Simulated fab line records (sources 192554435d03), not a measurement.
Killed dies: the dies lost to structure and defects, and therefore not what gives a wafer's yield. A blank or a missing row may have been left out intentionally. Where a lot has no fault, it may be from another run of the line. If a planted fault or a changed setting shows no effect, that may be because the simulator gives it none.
Matching of chambers	flow n5-finfet	4 sister chambers for N5_STI_FIN_REVEAL_ALD_14 on ald-sin-01
The step deposits Si3N4, target thk 3 nm. 4 wafers are shown with their chamber, then 10 later ones without.

WAFERS PAIRED WITH THEIR CHAMBERS
wafer	chamber	heater-power-w (W)
L083.1	2	1032
L083.3	3	865
L085.1	0	771
L085.4	1	885

WAFERS WITHOUT THEIR CHAMBER
wafer	heater-power-w (W)
L085.5	1020
L086.2	749
L086.4	882
L086.6	894
L087.1	887
L087.3	1020
L087.5	898
L092.1	876
L092.2	1051
L092.5	870

THE CHAMBER EACH PASSED THROUGH
wafer	from the rows above	in truth
L085.5	2	2
L086.2	0	0
L086.4	can't be placed: 1 or 3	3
L086.6	can't be placed: 1 or 3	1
L087.1	can't be placed: 1 or 3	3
L087.3	2	2
L087.5	can't be placed: 1 or 3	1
L092.1	can't be placed: 1 or 3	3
L092.2	2	2
L092.5	can't be placed: 3 or 1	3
Placed correctly: 4 of 10. Can't be placed from these rows: 6 (the true chamber is among the candidates in 6). Number placed wrongly: 0.
How it was worked out, from the rows above alone: a wafer's distance from a chamber is the root of the sum, over the readings, of the square of ((its reading less the chamber's mean) divided by the reading's scatter). If the next closest chamber is less than 2 further off than the closest, the wafer can't be placed; otherwise it belongs to the closest. The mean given for a chamber averages the wafers shown for that chamber. The scatter (one wafer shown for each chamber): square how far every hidden wafer sits from the nearest shown wafer, average those squares and take the square root.
